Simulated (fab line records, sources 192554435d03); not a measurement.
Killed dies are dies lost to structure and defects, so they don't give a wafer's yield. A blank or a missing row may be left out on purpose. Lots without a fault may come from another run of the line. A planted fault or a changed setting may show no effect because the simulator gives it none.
Which tool did it? | flow n5_finfet | 24 lots, 72 wafers sampled, at 1 step of a route of 1938

WHAT THE GAUGES READ, wafer by wafer
N5_FIN_SAQP_CD_MEAS_37: target cd 8 nm. Usual: cd_nm 8.14 nm, standard deviation 0.26.
lot  | measured    | on        | cd_nm (nm)     | flag
L074 | day 2 03:29 | cd_sem-02 | 7.84 7.96 8.18 |
L075 | day 2 09:29 | cd_sem-01 | 8.07 8.14 7.88 |
L076 | day 2 15:55 | cd_sem-03 | 7.86 8.21 8.44 |
L077 | day 2 19:50 | cd_sem-01 | 8.32 8.12 8.07 |
L078 | day 3 02:19 | cd_sem-01 | 8.22 8.34 8.25 |
L079 | day 3 08:10 | cd_sem-02 | 8.60 8.14 8.18 |
L080 | day 3 14:05 | cd_sem-03 | 8.03 8.03 8.27 |
L081 | day 3 20:16 | cd_sem-03 | 7.88 8.26 8.27 |
L082 | day 4 03:31 | cd_sem-03 | 8.04 8.13 7.97 |
L083 | day 4 10:35 | cd_sem-01 | 7.96 8.33 8.26 |
L084 | day 4 14:32 | cd_sem-01 | 8.25 7.81 8.06 |
L085 | day 4 21:18 | cd_sem-03 | 8.27 8.12 7.83 |
L086 | day 5 04:50 | cd_sem-01 | 8.40 8.11 8.39 |
L087 | day 5 09:36 | cd_sem-03 | 8.09 8.30 7.80 |
L088 | day 5 13:49 | cd_sem-01 | 8.42 8.12 8.07 |
L089 | day 5 20:26 | cd_sem-01 | 7.67 7.95 8.28 |
L090 | day 6 02:46 | cd_sem-03 | 8.28 8.34 7.98 |
L091 | day 6 09:07 | cd_sem-02 | 7.64 8.39 7.76 |
L092 | day 6 15:40 | cd_sem-01 | 8.49 8.52 8.25 |
L093 | day 6 21:55 | cd_sem-03 | 8.01 8.17 8.33 |
L094 | day 7 05:04 | cd_sem-03 | 8.39 8.16 8.95 |
L095 | day 7 09:11 | cd_sem-01 | 7.83 8.41 8.06 |
L096 | day 7 14:01 | cd_sem-03 | 8.43 7.89 7.97 |
L097 | day 7 20:11 | cd_sem-02 | 8.00 8.40 8.13 |

WHICH TOOL RAN EACH LOT (tool, then ch and the chambers of the sampled wafers, then the start)
The record holds no process step before these readings.

WHAT THE TOOLS THEMSELVES READ (means of the sampled wafers that have a number; where no wafer has one, the mark that the record gives instead)
The record holds no such reading with a usual standard deviation.

THE ANSWER, worked out from the rows above alone
Rule: a lot is off if the mean of its wafers that have a number lies more than 3 standard deviations from the usual mean. A lot without any number at a reading at which 4 lots or more have one is off too. The other lots that the step has rows for count as sound. The gauges are gone through in route order, then the tools' own readings, and for those a lot's mean is taken as printed above. The first step at which some lot is off is used, and at that step the reading that is off furthest; a lot without a number counts as furthest.
No lot is off at any reading shown: from this, nothing can be told.

WHAT THE SIMULATOR HAD PUT IN
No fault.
